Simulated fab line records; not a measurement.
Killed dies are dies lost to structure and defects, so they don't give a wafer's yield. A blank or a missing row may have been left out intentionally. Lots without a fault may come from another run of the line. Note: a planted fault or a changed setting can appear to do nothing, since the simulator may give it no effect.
What tool caused it? :: flow n5-finfet :: 10 lots, 30 wafers sampled, at 3 steps of a route of 1938

## WHAT EACH GAUGE READ, for each wafer
N5_PASSIVATION_CD_MEAS_10: target cd 3000 nm.
lot: L152
measured: day 12 17:45
on: cd-sem-03
cd-nm (nm): 2998.7 3000.9 3002.3

lot: L154
measured: day 12 16:49
on: cd-sem-02
cd-nm (nm): 3003.7 3002.2 2999.4

lot: L158
measured: day 13 22:03
on: cd-sem-02
cd-nm (nm): 2998.7 3000.3 2999.1

lot: L160
measured: day 14 17:59
on: cd-sem-03
cd-nm (nm): 2998.3 3000.5 3000.5

lot: L168
measured: day 16 09:18
on: cd-sem-01
cd-nm (nm): 3001.3 3000.5 2998.9

lot: L165
measured: day 17 06:11
on: cd-sem-03
cd-nm (nm): 3002.1 2999.4 2998.2

lot: L169
measured: day 17 03:46
on: cd-sem-03
cd-nm (nm): 3002.1 3002.0 3003.8

lot: L172
measured: day 17 06:25
on: cd-sem-03
cd-nm (nm): 3001.8 3003.2 3002.1

lot: L173
measured: day 18 08:11
on: cd-sem-01
cd-nm (nm): 3002.1 3001.5 3003.9

lot: L174
measured: day 18 23:50
on: cd-sem-02
cd-nm (nm): 2997.3 3000.4 2999.4

## WHICH TOOL RAN EACH LOT (tool, then ch and the chambers of the sampled wafers, then the start)
lot: L152
N5_MIM_TOP_ETCH_STRIP_01: rie-diel-05 ch 2,3, day 12 12:38
N5_MIM_BOT_ETCH_STRIP_01: rie-diel-01 ch 2,3, day 12 13:52

lot: L154
N5_MIM_TOP_ETCH_STRIP_01: rie-diel-04 ch 0,1,2, day 12 13:23
N5_MIM_BOT_ETCH_STRIP_01: rie-diel-01 ch 1,2, day 12 14:24

lot: L158
N5_MIM_TOP_ETCH_STRIP_01: rie-diel-03 ch 0,2,3, day 13 19:58
N5_MIM_BOT_ETCH_STRIP_01: rie-diel-06 ch 0,1,3, day 13 20:53

lot: L160
N5_MIM_TOP_ETCH_STRIP_01: rie-diel-03 ch 0,1,3, day 14 15:00
N5_MIM_BOT_ETCH_STRIP_01: rie-diel-01 ch 0,1, day 14 16:08

lot: L168
N5_MIM_TOP_ETCH_STRIP_01: rie-diel-05 ch 0,3, day 16 06:36
N5_MIM_BOT_ETCH_STRIP_01: rie-diel-02 ch 1,2,3, day 16 07:45

lot: L165
N5_MIM_TOP_ETCH_STRIP_01: rie-diel-04 ch 0,1,2, day 17 01:26
N5_MIM_BOT_ETCH_STRIP_01: rie-diel-06 ch 1,2,3, day 17 02:29

lot: L169
N5_MIM_TOP_ETCH_STRIP_01: rie-diel-03 ch 0,2,3, day 17 01:34
N5_MIM_BOT_ETCH_STRIP_01: rie-diel-01 ch 0,1,2, day 17 02:39

lot: L172
N5_MIM_TOP_ETCH_STRIP_01: rie-diel-04 ch 1,2,3, day 17 03:25
N5_MIM_BOT_ETCH_STRIP_01: rie-diel-02 ch 0,1,3, day 17 04:31

lot: L173
N5_MIM_TOP_ETCH_STRIP_01: rie-diel-04 ch 1,2, day 18 05:49
N5_MIM_BOT_ETCH_STRIP_01: rie-diel-02 ch 1,3, day 18 06:58

lot: L174
N5_MIM_TOP_ETCH_STRIP_01: rie-diel-04 ch 0,1, day 18 21:13
N5_MIM_BOT_ETCH_STRIP_01: rie-diel-01 ch 0,2,3, day 18 22:20
- N5_MIM_TOP_ETCH_STRIP_01: strips in O2.
- N5_MIM_BOT_ETCH_STRIP_01: strips in O2.

## THE ANSWER, worked out from the rows above alone
Rule: the lots themselves supply what counts as usual. The widest of any qualifying gaps counts: lots, ordered by their means at a reading, are off when they make up no more than a third of the lots, leave a main group of 4 or more, and stand apart from it by 3 or more times the standard deviation of that group's means. Not used: any main group whose means are identical at the precision the tables above print for the reading. Also off: a lot with no number at a reading for which 4 or more lots have one. Where the step has rows for the other lots, those lots are counted as sound.
None of the lots is off at any reading shown; this tells nothing.

## WHAT WAS PUT IN BY THE SIMULATOR
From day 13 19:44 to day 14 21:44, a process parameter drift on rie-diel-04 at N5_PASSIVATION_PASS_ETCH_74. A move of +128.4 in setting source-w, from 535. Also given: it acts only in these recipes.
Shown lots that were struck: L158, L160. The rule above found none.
